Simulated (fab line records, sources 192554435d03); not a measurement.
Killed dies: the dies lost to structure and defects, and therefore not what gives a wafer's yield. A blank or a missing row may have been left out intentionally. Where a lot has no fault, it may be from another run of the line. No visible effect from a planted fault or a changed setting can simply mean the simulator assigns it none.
fab line records    flow n5_finfet
record: lots: 7  wafers: 39
route steps=1938 shown BEOL_M10@1470 BEOL_M12@1639 MIM_TOP@1838
start_h: the number of hours between the record's first day and the start of the first shown wafer of the lot    wait_h: hours from the lot's prior step to this one    " repeats the value in the row above    L1.1+2: a single row standing in for several wafers    - value missing, or start not given    * or withheld: withheld    < > ~ a bound
route shown NAME@n: NAME is a module with steps in the file, n the number in the route of the first one    usual: mean/standard deviation of fault-free wafers    same: alike in all rows    chamber/n: place in a boat    sites: per-site readings    _std_site: how widely they spread, as a standard deviation    _edge_site: inner sites' mean taken away from outer sites' mean    radius_mm: for every site, how far away it sits from the centre of the wafer    mask NAME#n: copy n    behind: the last tool/chamber to shape the wafer    hold: cause of the lot's hold/its duration in hours/its outcome    device: the transistor (n, p or np) that didn't switch    end of line: tests of these same wafers at the route's end    where a step has no rows: the recipe by itself    killed: dies that structure and defects cost at the first sort, which is not the same as the wafer's yield    map: dies across one wafer; x = killed, . = not, _ = none there
set.NAME: the setting the step ran with; set.NAME@STEP: the setting that earlier step ran with    model.NAME: the simulator's own value behind a step, which no gauge read
lots where settings were altered on purpose, with a table for each step and a row for each wafer
== steps ==
step: N5_BEOL_M10_ILD_DEP_00
recipe: material: SiCOH_lowk  target_thk_a: 3085.1  temp_c: 300  precursor: DEMS/porogen  pressure_torr: 5  rf_w: 500  time_s: 58
lot.wafer  tool      chamber  start_h  wait_h  set.time_s  model.SiCOH_lowk_of_BEOL_M10_ILD_DEP_00.thk_nm
L075.1     pecvd-01  1        226.16   0.0     58          309
L075.2     "         2        "        "       58          305.2
L075.3     "         0        "        "       58          305
L075.4     "         1        "        "       58          318.2
L075.5     "         0        "        "       58          311.2
L075.6     "         2        "        "       58          309.8
L077.1+4   pecvd-02  1        234.54   0.0     58          306.6
L077.2     "         2        "        "       71.3        370.6
L077.3     "         0        "        "       71.3        375.2
L077.5     "         2        "        "       58          304.4
L077.6     "         0        "        "       71.3        382.2
L081.1     pecvd-01  0        253.89   0.0     58          312.2
L081.2     "         1        "        "       46.85       255.8
L081.3     "         0        "        "       46.85       255
L081.4     "         1        "        "       58          317.2
L081.5     "         0        "        "       46.85       259.2
L081.6     "         1        "        "       58          315.4
L082.1     pecvd-02  1        276.52   0.0     58          304.6
L082.4     "         1        "        "       58          305.2
L082.6     "         2        "        "       58          307.8
L084.1     pecvd-03  2        288.53   0.0     71.67       371.6
L084.2     "         0        "        "       58          300.2
L084.3     "         1        "        "       58          299.2
L084.4     "         0        "        "       58          309.2
L084.5     "         1        "        "       71.67       375.2
L084.6     "         2        "        "       71.67       379.6
L085.1     pecvd-02  1        304.13   0.0     58          308.8
L085.2     "         2        "        "       66.8        351.2
L085.3     "         0        "        "       66.8        351.4
L085.4     "         0        "        "       58          313
L085.5     "         1        "        "       66.8        357.4
L085.6     "         2        "        "       58          311.8
L097.1     pecvd-01  0        366.62   0.0     58          307.8
L097.2     "         1        "        "       84.79       451
L097.3     "         2        "        "       58          312.4
L097.4     "         1        "        "       84.79       456.6
L097.5     "         0        "        "       58          316
L097.6     "         2        "        "       84.79       460.6
step: N5_BEOL_M10_CURE_71
recipe: temp_c: 385  time_s: 240  ambient: He/Ar  material: SiCOH_lowk
lot.wafer  tool        chamber  start_h  wait_h  set.time_s@BEOL_M10_ILD_DEP_00  model.SiCOH_lowk_of_BEOL_M10_ILD_DEP_00.thk_nm
L075.1     uv_cure-02  0        226.24   0.0     58                              268.4
L075.2+3   "           0        "        "       58                              265
L075.4     "           0        "        "       58                              276.6
L075.5     "           0        "        "       58                              270.4
L075.6     "           0        "        "       58                              269
L077.1+4   uv_cure-03  1        234.62   0.0     58                              266.4
L077.2     "           1        "        "       71.3                            323.2
L077.3     "           1        "        "       71.3                            327.2
L077.5     "           1        "        "       58                              264.4
L077.6     "           1        "        "       71.3                            333.4
L081.1     uv_cure-03  2        254.00   0.1     58                              271.2
L081.2     "           2        "        "       46.85                           221.6
L081.3     "           2        "        "       46.85                           220.8
L081.4     "           2        "        "       58                              275.6
L081.5     "           2        "        "       46.85                           224.6
L081.6     "           2        "        "       58                              274
L082.1     uv_cure-01  0        276.60   0.0     58                              264.4
L082.4     "           0        "        "       58                              265.2
L082.6     "           0        "        "       58                              267.2
L084.1     uv_cure-02  1        288.61   0.0     71.67                           323.8
L084.2     "           1        "        "       58                              260.6
L084.3     "           1        "        "       58                              259.8
L084.4     "           1        "        "       58                              268.6
L084.5     "           1        "        "       71.67                           327
L084.6     "           1        "        "       71.67                           331
L085.1     uv_cure-02  0        304.38   0.2     58                              268.4
L085.2     "           0        "        "       66.8                            305.8
L085.3     "           0        "        "       66.8                            306
L085.4     "           0        "        "       58                              272
L085.5     "           0        "        "       66.8                            311.4
L085.6     "           0        "        "       58                              270.8
L097.1     uv_cure-03  2        367.51   0.9     58                              267.4
L097.2     "           2        "        "       84.79                           394.8
L097.3     "           2        "        "       58                              271.4
L097.4     "           2        "        "       84.79                           400
L097.5     "           2        "        "       58                              274.6
L097.6     "           2        "        "       84.79                           403.6
step: N5_BEOL_M10_THK_MEAS_01
recipe: reads: SiCOH_lowk_of_BEOL_M10_ILD_DEP_00
usual: M10_ILD_THK: 268/4.5
lot.wafer  tool           chamber  start_h  wait_h  set.time_s@BEOL_M10_ILD_DEP_00  M10_ILD_THK[nm]
L075.1     film_metro-01  -        226.75   0.4     58                              268
L075.2     "              -        "        "       58                              265
L075.3     "              -        "        "       58                              265
L075.4     "              -        "        "       58                              277
L075.5     "              -        "        "       58                              270
L075.6     "              -        "        "       58                              269
L077.1     film_metro-02  -        235.13   0.4     58                              266
L077.2     "              -        "        "       71.3                            323
L077.3     "              -        "        "       71.3                            327
L077.4     "              -        "        "       58                              267
L077.5     "              -        "        "       58                              264
L077.6     "              -        "        "       71.3                            333
L081.1     film_metro-01  -        254.51   0.4     58                              271
L081.2     "              -        "        "       46.85                           222
L081.3     "              -        "        "       46.85                           221
L081.4     "              -        "        "       58                              276
L081.5     "              -        "        "       46.85                           225
L081.6     "              -        "        "       58                              274
L082.1     film_metro-01  -        277.11   0.4     58                              264
L082.4     "              -        "        "       58                              265
L082.6     "              -        "        "       58                              267
L084.1     film_metro-02  -        289.12   0.4     71.67                           324
L084.2     "              -        "        "       58                              261
L084.3     "              -        "        "       58                              260
L084.4     "              -        "        "       58                              269
L084.5     "              -        "        "       71.67                           327
L084.6     "              -        "        "       71.67                           331
L085.1     film_metro-01  -        304.90   0.4     58                              268
L085.2     "              -        "        "       66.8                            306
L085.3     "              -        "        "       66.8                            306
L085.4     "              -        "        "       58                              272
L085.5     "              -        "        "       66.8                            312
L085.6     "              -        "        "       58                              271
L097.1     film_metro-01  -        368.02   0.4     58                              267
L097.2     "              -        "        "       84.79                           395
L097.3     "              -        "        "       58                              271
L097.4     "              -        "        "       84.79                           400
L097.5     "              -        "        "       58                              274
L097.6     "              -        "        "       84.79                           403
step: N5_BEOL_M12_TRENCH_ETCH_34
recipe: chemistry: C4F8/O2/Ar  target: SiOC  target_depth_a: 3189.5  mask_material: SOC  pressure_mtorr: 30  source_w: 3000  bias_w: 700  Ar_flow_sccm: 400  C4F8_flow_sccm: 15  O2_flow_sccm: 8  he_inner_torr: 15  he_outer_torr: 30  time_s: 125.5  ion_energy_ev: 250
lot.wafer  tool         chamber  start_h  wait_h  set.time_s  model.etch.depth_nm
L075.1     rie_diel-06  2        254.68   0.0     166.3       417.6
L075.2     "            0        "        "       125.5       319.2
L075.3     "            1        "        "       166.3       428.2
L075.4     "            3        "        "       125.5       325.1
L075.5     "            0        "        "       166.3       423
L075.6     "            3        "        "       125.5       325.2
L077.1     rie_diel-04  1        260.19   0.0     125.5       324.8
L077.2     "            0        "        "       172.2       434.9
L077.3     "            2        "        "       172.2       443.9
L077.4     "            2        "        "       125.5       327.7
L077.5     "            0        "        "       172.2       437.5
L077.6     "            1        "        "       125.5       323.7
L081.1     rie_diel-05  1        277.82   0.0     76.09       196.9
L081.2     "            2        "        "       125.5       320.7
L081.3     "            0        "        "       125.5       318.6
L081.4     "            2        "        "       125.5       321.7
L081.5     "            1        "        "       76.09       198.3
L081.6     "            0        "        "       76.09       193.6
L082.1     rie_diel-04  2        291.21   0.0     125.5       327.7
L082.4     "            0        "        "       125.5       317.5
L082.6     "            1        "        "       125.5       325.3
L084.1     rie_diel-06  1        308.94   0.0     91.98       237.7
L084.2     "            2        "        "       125.5       315.8
L084.3     "            3        "        "       125.5       322.9
L084.4     "            1        "        "       91.98       238.1
L084.5     "            2        "        "       125.5       315.6
L084.6     "            3        "        "       91.98       235.6
L085.1     rie_diel-05  1        325.08   0.0     186.6       483.1
L085.2     "            2        "        "       125.5       321.7
L085.3     "            3        "        "       125.5       327.8
L085.4     "            0        "        "       186.6       469.1
L085.5     "            0        "        "       186.6       469.5
L085.6     "            3        "        "       125.5       328.9
L097.1     rie_diel-04  3        392.51   0.0     85.7        221.8
L097.2     "            1        "        "       125.5       324.6
L097.3     "            2        "        "       125.5       316.1
L097.4     "            0        "        "       85.7        216.5
L097.5     "            2        "        "       125.5       315
L097.6     "            1        "        "       85.7        220.4
step: N5_BEOL_M12_STRIP_70
recipe: chemistry: C4F8/O2/Ar  resist: SiARC  rf_frequency_hz: 6e+07
step: N5_BEOL_M12_OCD_MEAS_35
usual: trench_depth_nm: 322/4.3
lot.wafer  tool    chamber  start_h  wait_h  set.time_s@BEOL_M12_TRENCH_ETCH_34  trench_depth_nm
L075.1     ocd-02  -        254.83   0.0     166.3                               418
L075.2     "       -        "        "       125.5                               319
L075.3     "       -        "        "       166.3                               428
L075.4     "       -        "        "       125.5                               325
L075.5     "       -        "        "       166.3                               422
L075.6     "       -        "        "       125.5                               325
L077.1     ocd-01  -        260.34   0.0     125.5                               325
L077.2     "       -        "        "       172.2                               435
L077.3     "       -        "        "       172.2                               444
L077.4     "       -        "        "       125.5                               328
L077.5     "       -        "        "       172.2                               437
L077.6     "       -        "        "       125.5                               324
L081.1     ocd-01  -        277.98   0.0     76.09                               198
L081.2     "       -        "        "       125.5                               321
L081.3     "       -        "        "       125.5                               319
L081.4     "       -        "        "       125.5                               322
L081.5     "       -        "        "       76.09                               198
L081.6     "       -        "        "       76.09                               194
L082.1     ocd-02  -        291.37   0.0     125.5                               328
L082.4     "       -        "        "       125.5                               318
L082.6     "       -        "        "       125.5                               326
L084.1     ocd-02  -        309.09   0.0     91.98                               237
L084.2     "       -        "        "       125.5                               315
L084.3     "       -        "        "       125.5                               323
L084.4     "       -        "        "       91.98                               238
L084.5     "       -        "        "       125.5                               316
L084.6     "       -        "        "       91.98                               236
L085.1     ocd-02  -        325.23   0.0     186.6                               483
L085.2     "       -        "        "       125.5                               322
L085.3     "       -        "        "       125.5                               328
L085.4     "       -        "        "       186.6                               469
L085.5     "       -        "        "       186.6                               469
L085.6     "       -        "        "       125.5                               329
L097.1     ocd-01  -        392.66   0.0     85.7                                222
L097.2     "       -        "        "       125.5                               325
L097.3     "       -        "        "       125.5                               316
L097.4     "       -        "        "       85.7                                216
L097.5     "       -        "        "       125.5                               315
L097.6     "       -        "        "       85.7                                220
step: N5_BEOL_M12_STRIP_37
recipe: chemistry: N2/H2  power_w: 1000  temp_c: 250  h2_frac: 0.65  overash_fraction: 0.3  pressure_mtorr: withheld  n2_flow_sccm: 1750  h2_flow_sccm: 3250
step: N5_BEOL_M12_ETCH_38
recipe: chemistry: CF4/N2  target: SiCN  target_depth_a: 687  taper_deg: 2  time_s: 73.4  ion_energy_ev: 150  mask_material: SiO2  pressure_mtorr: 40  source_w: 430  bias_w: 70  Ar_flow_sccm: 100  cf4_flow_sccm: 60  n2_flow_sccm: 60
step: N5_BEOL_M12_ECD_47
recipe: material: Cu  target_thk_a: 7200
step: N5_BEOL_M12_ANNEAL_48
recipe: temp_c: 225  time_s: 90  ambient: N2
step: N5_BEOL_M12_CMP_49
recipe: stop_on: SiOC  t_overpolish_s: 20.6  down_force_psi: 1  platen_rpm: 50  clearing_platen_down_force_psi: 1.5  clearing_platen_rpm: 50  post_cmp_clean: cu_alkaline  target_thk_nm: 320  clearing_platen_pad_velocity_m_s: 0.99484  pad_velocity_m_s: 0.99484
lot.wafer  tool    chamber  start_h  wait_h  set.time_s@BEOL_M12_TRENCH_ETCH_34  model.Cu_of_BEOL_M12_ECD_47.thk_nm
L075.3     cmp-03  1        257.42   0.2     166.3                               431.4
L075.4     "       2        "        "       125.5                               325.2
L075.2     "       3        "        "       125.5                               319.6
L075.1     "       0        "        "       166.3                               419.8
L075.6     "       1        "        "       125.5                               328.2
L075.5     "       2        "        "       166.3                               423.8
L077.3     cmp-01  0        266.37   0.2     172.2                               443.4
L077.1     "       1        "        "       125.5                               323.4
L077.4     "       2        "        "       125.5                               329.6
L077.2     "       3        "        "       172.2                               434.8
L077.6     "       0        "        "       125.5                               322.2
L077.5     "       1        "        "       172.2                               436.4
L081.3     cmp-03  3        281.44   0.2     125.5                               319.2
L081.1     "       0        "        "       76.09                               199.8
L081.4     "       1        "        "       125.5                               324.6
L081.2     "       2        "        "       125.5                               319.8
L081.5     "       3        "        "       76.09                               197
L081.6     "       0        "        "       76.09                               194.8
L082.4     cmp-03  3        296.75   0.1     125.5                               318.2
L082.1     "       0        "        "       125.5                               331.8
L082.6     "       3        "        "       125.5                               326.2
L084.1     cmp-01  0        311.21   0.3     91.98                               237.8
L084.3     "       1        "        "       125.5                               324.2
L084.2     "       2        "        "       125.5                               318.8
L084.4     "       3        "        "       91.98                               238.6
L084.6     "       0        "        "       91.98                               235.8
L084.5     "       1        "        "       125.5                               315.6
L085.1     cmp-03  1        332.48   0.3     186.6                               486.6
L085.3+6   "       2        "        "       125.5                               329.6
L085.4     "       3        "        "       186.6                               470.6
L085.2     "       0        "        "       125.5                               325.2
L085.5     "       1        "        "       186.6                               473
L097.2     cmp-02  3        396.90   0.2     125.5                               327.8
L097.4     "       0        "        "       85.7                                220.8
L097.1     "       1        "        "       85.7                                225
L097.3     "       2        "        "       125.5                               317.8
L097.5     "       3        "        "       125.5                               317.2
L097.6     "       0        "        "       85.7                                226
step: N5_BEOL_M12_THK_MEAS_50
recipe: thk_meas_gauge: xrf  reads: Cu_of_BEOL_M12_ECD_47
usual: M12_THK: 322/4.8
lot.wafer  tool           chamber  start_h  wait_h  set.time_s@BEOL_M12_TRENCH_ETCH_34  M12_THK[nm]
L075.1     film_metro-01  -        257.71   -       166.3                               424
L075.2     "              -        "        "       125.5                               322
L075.3     "              -        "        "       166.3                               436
L075.4     "              -        "        "       125.5                               329
L075.5     "              -        "        "       166.3                               428
L075.6     "              -        "        "       125.5                               331
L077.1     film_metro-01  -        266.66   -       125.5                               319
L077.2     "              -        "        "       172.2                               427
L077.3     "              -        "        "       172.2                               437
L077.4     "              -        "        "       125.5                               327
L077.5     "              -        "        "       172.2                               430
L077.6     "              -        "        "       125.5                               317
L081.1     film_metro-01  -        281.73   -       76.09                               199
L081.2     "              -        "        "       125.5                               318
L081.3     "              -        "        "       125.5                               317
L081.4     "              -        "        "       125.5                               323
L081.5     "              -        "        "       76.09                               197
L081.6     "              -        "        "       76.09                               195
L082.1     film_metro-01  -        297.05   -       125.5                               327
L082.4     "              -        "        "       125.5                               315
L082.6     "              -        "        "       125.5                               324
L084.1     film_metro-02  -        311.51   -       91.98                               236
L084.2     "              -        "        "       125.5                               317
L084.3     "              -        "        "       125.5                               324
L084.4     "              -        "        "       91.98                               239
L084.5     "              -        "        "       125.5                               315
L084.6     "              -        "        "       91.98                               235
L085.1     film_metro-01  -        332.78   -       186.6                               478
L085.2     "              -        "        "       125.5                               322
L085.3     "              -        "        "       125.5                               324
L085.4     "              -        "        "       186.6                               466
L085.5     "              -        "        "       186.6                               465
L085.6     "              -        "        "       125.5                               326
L097.1     film_metro-01  -        397.20   -       85.7                                224
L097.2     "              -        "        "       125.5                               325
L097.3     "              -        "        "       125.5                               318
L097.4     "              -        "        "       85.7                                220
L097.5     "              -        "        "       125.5                               315
L097.6     "              -        "        "       85.7                                225
step: N5_BEOL_M12_PRE_CLEAN_52
recipe: gas: NH3  time_s: 15  temp_c: withheld  rf_power_w: 300
step: N5_BEOL_M12_DEP_53
recipe: material: SiCN  target_thk_a: 300  temp_c: withheld  precursor: 3MS/NH3  pressure_torr: 3  rf_w: 675  time_s: 10.5
step: N5_BEOL_M12_RS_MEAS_54
recipe: thk_meas_gauge: four-point-probe  reads: Cu_of_BEOL_M12_ECD_47+Ta_of_BEOL_M12_SPUTTER_44+TaN_of_BEOL_M12_SPUTTER_43
usual: M12_RS: 0.0594/0.00087
lot.wafer  tool           chamber  start_h  wait_h  set.time_s@BEOL_M12_TRENCH_ETCH_34  M12_RS[ohm/sq]
L075.1     film_metro-02  -        257.84   0.0     166.3                               0.0453
L075.2     "              -        "        "       125.5                               0.0601
L075.3     "              -        "        "       166.3                               0.0440
L075.4     "              -        "        "       125.5                               0.0590
L075.5     "              -        "        "       166.3                               0.0449
L075.6     "              -        "        "       125.5                               0.0584
L077.1     film_metro-02  -        266.79   0.0     125.5                               0.0592
L077.2     "              -        "        "       172.2                               0.0436
L077.3     "              -        "        "       172.2                               0.0427
L077.4     "              -        "        "       125.5                               0.0581
L077.5     "              -        "        "       172.2                               0.0434
L077.6     "              -        "        "       125.5                               0.0595
L081.1     film_metro-01  -        281.86   0.0     76.09                               0.0990
L081.2     "              -        "        "       125.5                               0.0602
L081.3     "              -        "        "       125.5                               0.0603
L081.4     "              -        "        "       125.5                               0.0591
L081.5     "              -        "        "       76.09                               0.1006
L081.6     "              -        "        "       76.09                               0.1018
L082.1     film_metro-02  -        297.17   0.0     125.5                               0.0576
L082.4     "              -        "        "       125.5                               0.0603
L082.6     "              -        "        "       125.5                               0.0589
L084.1     film_metro-02  -        311.63   0.0     91.98                               0.0819
L084.2     "              -        "        "       125.5                               0.0603
L084.3     "              -        "        "       125.5                               0.0592
L084.4     "              -        "        "       91.98                               0.0817
L084.5     "              -        "        "       125.5                               0.0608
L084.6     "              -        "        "       91.98                               0.0828
L085.1     film_metro-02  -        332.92   0.1     186.6                               0.0389
L085.2     "              -        "        "       125.5                               0.0589
L085.3     "              -        "        "       125.5                               0.0582
L085.4     "              -        "        "       186.6                               0.0403
L085.5     "              -        "        "       186.6                               0.0399
L085.6     "              -        "        "       125.5                               0.0581
L097.1     film_metro-01  -        397.35   0.1     85.7                                0.0870
L097.2     "              -        "        "       125.5                               0.0586
L097.3     "              -        "        "       125.5                               0.0605
L097.4     "              -        "        "       85.7                                0.0891
L097.5     "              -        "        "       125.5                               0.0608
L097.6     "              -        "        "       85.7                                0.0867
step: N5_MIM_TOP_SPUTTER_03
recipe: material: TiN  target_thk_a: 350  temp_c: 200  power_w: 3000  chamber_pressure_pa: 0.49996  gas: Ar  reactive_partial_pa: 0.37997  time_s: 89.7
lot.wafer   tool            chamber  start_h  wait_h  set.target_thk_a  model.TiN_of_MIM_TOP_SPUTTER_03.thk_nm
L075.1      pvd_sputter-03  -        279.77   0.0     158.1             15.2
L075.2      "               -        "        "       350               34.2
L075.3      "               -        "        "       158.1             15.8
L075.4      "               -        "        "       158.1             15.4
L075.5      "               -        "        "       350               35
L075.6      "               -        "        "       350               34.6
L077.1+4    pvd_sputter-02  -        289.38   0.0     350               34.4
L077.2+5+6  "               -        "        "       350               35.4
L077.3      "               -        "        "       350               35.8
L081.1      pvd_sputter-03  -        309.17   0.0     541.1             53.8
L081.2      "               -        "        "       541.1             53.4
L081.3      "               -        "        "       350               35
L081.4      "               -        "        "       541.1             53.6
L081.5      "               -        "        "       350               34
L081.6      "               -        "        "       350               34.8
L082.1+4    pvd_sputter-02  -        321.82   0.0     350               33.8
L082.6      "               -        "        "       350               34
L084.1+5    pvd_sputter-01  -        336.84   0.0     231.9             22.8
L084.2+6    "               -        "        "       350               35
L084.3      "               -        "        "       231.9             22.6
L084.4      "               -        "        "       350               33.6
L085.1      pvd_sputter-01  -        353.32   0.0     350               35.4
L085.2      "               -        "        "       350               36
L085.3      "               -        "        "       513               51.6
L085.4      "               -        "        "       350               34.6
L085.5      "               -        "        "       513               51.8
L085.6      "               -        "        "       513               52.2
L097.1+5    pvd_sputter-01  -        425.25   0.0     446.3             44
L097.2+6    "               -        "        "       350               34.8
L097.3      "               -        "        "       350               35.4
L097.4      "               -        "        "       446.3             43.8
== key ==
split: step: N5_BEOL_M10_ILD_DEP_00  setting: time_s  stated: 58  by: wafer
response: step: N5_BEOL_M10_ILD_DEP_00  reading: model.SiCOH_lowk_of_BEOL_M10_ILD_DEP_00.thk_nm  change: +3.08  per: 1%  r: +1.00
response: step: N5_BEOL_M10_CURE_71  reading: model.SiCOH_lowk_of_BEOL_M10_ILD_DEP_00.thk_nm  change: +2.73  per: 1%  r: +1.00
response: step: N5_BEOL_M10_THK_MEAS_01  reading: M10_ILD_THK  change: +2.73  per: 1%  r: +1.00
split: step: N5_BEOL_M12_TRENCH_ETCH_34  setting: time_s  stated: 125.5  by: wafer
response: step: N5_BEOL_M12_TRENCH_ETCH_34  reading: model.etch.depth_nm  change: +3.07  per: 1%  r: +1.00
response: step: N5_BEOL_M12_OCD_MEAS_35  reading: trench_depth_nm  change: +3.07  per: 1%  r: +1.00
response: step: N5_BEOL_M12_CMP_49  reading: model.Cu_of_BEOL_M12_ECD_47.thk_nm  change: +3.08  per: 1%  r: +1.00
response: step: N5_BEOL_M12_THK_MEAS_50  reading: M12_THK  change: +3.04  per: 1%  r: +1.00
response: step: N5_BEOL_M12_RS_MEAS_54  reading: M12_RS  change: -0.000622  per: 1%  r: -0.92
split: step: N5_MIM_TOP_SPUTTER_03  setting: target_thk_a  stated: 350  by: wafer
response: step: N5_MIM_TOP_SPUTTER_03  reading: model.TiN_of_MIM_TOP_SPUTTER_03.thk_nm  change: +0.348  per: 1%  r: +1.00
